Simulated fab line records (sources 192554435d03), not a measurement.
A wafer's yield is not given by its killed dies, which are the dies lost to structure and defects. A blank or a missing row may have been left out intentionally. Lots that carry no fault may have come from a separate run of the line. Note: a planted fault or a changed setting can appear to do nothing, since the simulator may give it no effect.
What tool caused it? -- flow n5_finfet -- 7 lots, 20 wafers sampled, at 4 steps of a route of 1938

WHAT THE GAUGES SHOWED, per wafer
N5_BEOL_M9_OCD_MEAS_38.
lot,measured,on,trench_depth_nm (nm)
L598,day 11 15:49,ocd-01,152.3 152.8 153.2
L602,day 13 02:36,ocd-02,148.4 151.0 145.7
L606,day 14 07:58,ocd-01,128.4 127.1 149.3
L614,day 16 00:46,ocd-01,154.4 157.8 152.5
L612,day 16 04:35,ocd-01,149.0 130.6
L616,day 16 18:11,ocd-02,152.8 153.4 151.1
L617,day 17 06:46,ocd-02,154.8 150.2 149.9

WHICH TOOL RAN EACH LOT (tool, then ch and the chambers of the sampled wafers, then the start)
lot,N5_BEOL_M9_ETCH_66,N5_BEOL_M9_TRENCH_ETCH_37,N5_BEOL_M9_STRIP_80
L598,"rie_diel-06 ch 0,1, day 11 15:26","rie_diel-06 ch 0,1, day 11 15:38","rie_diel-06 ch 0,1, day 11 15:49 or earlier"
L602,"rie_diel-06 ch 0,2,3, day 13 02:13","rie_diel-06 ch 0,2,3, day 13 02:25","rie_diel-06 ch 0,2,3, day 13 02:36 or earlier"
L606,"rie_diel-06 ch 1,3, day 14 07:35","rie_diel-06 ch 1,3, day 14 07:47","rie_diel-06 ch 1,3, day 14 07:58 or earlier"
L614,"rie_diel-02 ch 0,1,2, day 16 00:23","rie_diel-02 ch 0,1,2, day 16 00:35","rie_diel-02 ch 0,1,2, day 16 00:46 or earlier"
L612,"rie_diel-06 ch 0,2, day 16 04:13","rie_diel-06 ch 0,2, day 16 04:25","rie_diel-06 ch 0,2, day 16 04:35 or earlier"
L616,"rie_diel-05 ch 0,1, day 16 17:49","rie_diel-05 ch 0,1, day 16 18:01","rie_diel-05 ch 0,1, day 16 18:11 or earlier"
L617,"rie_diel-02 ch 0,1, day 17 06:23","rie_diel-02 ch 0,1, day 17 06:35","rie_diel-02 ch 0,1, day 17 06:46 or earlier"
- N5_BEOL_M9_ETCH_66: etches SOC in N2/H2, target depth 80 nm, overetch 16 nm, time 120 s.
- N5_BEOL_M9_TRENCH_ETCH_37: etches SiCOH lowk in C4F6/O2, target depth 151.43 nm, time 49 s.
- N5_BEOL_M9_STRIP_80: strips in N2/H2, time 10 s.

THE ANSWER, worked out from the rows above alone
Rule: the lots themselves supply what counts as usual. Put in order of their means at a reading, lots are off if they are a third of the lots or fewer, leave a main group of 4 or more, and stand apart from it by a gap of 3 or more times the standard deviation of the main group's means; of several such gaps the widest counts. A main group is skipped when, at the precision printed for the reading in the tables above, its means are all equal. A lot without any number at a reading at which 4 lots or more have one is off too. All remaining lots with rows at the step are treated as sound.
Off: L606, L612 (N5_BEOL_M9_OCD_MEAS_38, trench_depth_nm). Main group: mean 152.0 nm, sd 2.1.
A tool fits if, at a process step before that reading, it ran every lot that is off, and no sound lot after the first of them. Gauges at N5_BEOL_M9_OCD_MEAS_38: tried the same way as those tools. Because N5_BEOL_M9_STRIP_80 lacks a start for some lots, the hours and order of its lots are taken from N5_BEOL_M9_OCD_MEAS_38. One candidate fits, namely rie_diel-06 at N5_BEOL_M9_ETCH_66 and N5_BEOL_M9_TRENCH_ETCH_37 and N5_BEOL_M9_STRIP_80. At N5_BEOL_M9_ETCH_66 its last sound lot is L602 (day 13 02:13), its first lot that is off L606 (day 14 07:35): a fault that began between those two fits.

WHAT THE SIMULATOR HAD PUT IN
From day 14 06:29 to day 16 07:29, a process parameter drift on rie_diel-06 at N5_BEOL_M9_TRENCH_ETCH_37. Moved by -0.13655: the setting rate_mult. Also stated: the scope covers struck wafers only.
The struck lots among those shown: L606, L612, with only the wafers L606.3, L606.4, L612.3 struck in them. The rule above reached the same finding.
